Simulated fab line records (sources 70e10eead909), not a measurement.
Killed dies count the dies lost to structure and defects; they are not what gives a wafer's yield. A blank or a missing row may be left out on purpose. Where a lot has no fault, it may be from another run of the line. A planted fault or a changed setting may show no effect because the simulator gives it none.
Problem report, 8D (eight disciplines) form, completed by code / flow nand harc / the parts of the form that need people (team, actions taken, sign-off) are left out

## 1. WHAT IS WRONG
thk nm at NHARC_A_ONON_D1_THK_MEAS_21 reads a mean of 917 nm on 3 wafers of 2 lots; wafers without a fault read 1000 nm with a standard deviation of 11. That puts it -7.6 standard deviations away from the usual mean.
The step: measures by ellipsometry.
First seen on wafer L329.6, day 9 15:58, on film metro-01. The record holds 42 wafers of 14 lots with a number at this step. By rule, "out" or "out of limits" means more than 4 standard deviations away from the usual mean. All remaining wafers that have a number are taken as sound.

## 2. WHAT IT IS, AND WHAT IT ISN'T
question=which readings at this step | is=thk nm | is not=-
question=which lots | is=L329, L330 | is not=L326, L327, L328, L338, L339, L340, L344, L345, L346, L347, L348, L349
question=which wafers of those lots | is=L329.6, L330.1, L330.6 | is not=L329.4, L329.5, L330.2
question=read on which gauges | is=film metro-01, film metro-02 | is not=-
question=when | is=from day 9 15:58 | is not=up to then (11 sound wafers); but 28 sound wafers of L330, L338, L339, L340, L344, L345, L346, L347, L348, L349 came after

## 3. THE SUSPECTS, EACH WITH WHAT RULES IT OUT
Counting: a tool at a process step up to the reading stays a suspect if it ran every lot that is out. Sound lots after the first of them don't rule it out here, since some wafers of a struck lot are sound.
- the gauge at NHARC_A_ONON_D1_THK_MEAS_21: ruled out. 2 gauges (film metro-01, film metro-02) read the wafers that are out.
- cmp-01 at NHARC_P_BONDPAD_CMP_19 (polishes, t overpolish 30 s, cu recess touch 16 s, target thk 160.81 nm): kept. It processed each lot that is out (first: L329, day 8 02:32); up to then, its last sound lot is L327 (day 7 02:22).
- pecvd onon-01 at NHARC_A_ONON_D1_DEP_19 (target thk 1000 nm): kept. It processed each lot that is out (first: L329, day 9 15:37); up to then, its last sound lot is L328 (day 9 05:49).
The count leaves pecvd onon-01 at NHARC_A_ONON_D1_DEP_19 and cmp-01 at NHARC_P_BONDPAD_CMP_19.

## 4. THE CAUSE (what the simulator had put in)
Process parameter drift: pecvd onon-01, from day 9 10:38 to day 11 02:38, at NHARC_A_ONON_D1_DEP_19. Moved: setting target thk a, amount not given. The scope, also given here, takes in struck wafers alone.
Of the 2 suspects that counting leaves, this tool is one.

## 5. THE CHAIN OF EFFECTS, in route order
Each row: a reading where the mean over the struck wafers with a number is more than 3 standard deviations away from the usual. Readings are gone through only where the record gives a usual standard deviation; hours: the median, over the lots, of the time from a lot's start at the first step in this table giving one to that lot's start at this step; sigmas: the change measured in usual standard deviations.
hours=0; step=NHARC_A_ONON_D1_THK_MEAS_21; reading=thk nm; usual=1000 nm; on struck wafers=917; change=-83; sigmas=-7.6

## 6. WHAT WOULD HAVE CAUGHT IT SOONER
In this record the first reading out of limits at a measuring or inspecting step was taken at day 9 15:58, 5 hours after the fault began at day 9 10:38.
Among the 2 lots that are out, L330 began NHARC_A_ONON_D1_DEP_19 on pecvd onon-01 after day 9 15:58. It would have been spared by a hold on the tool at that moment.
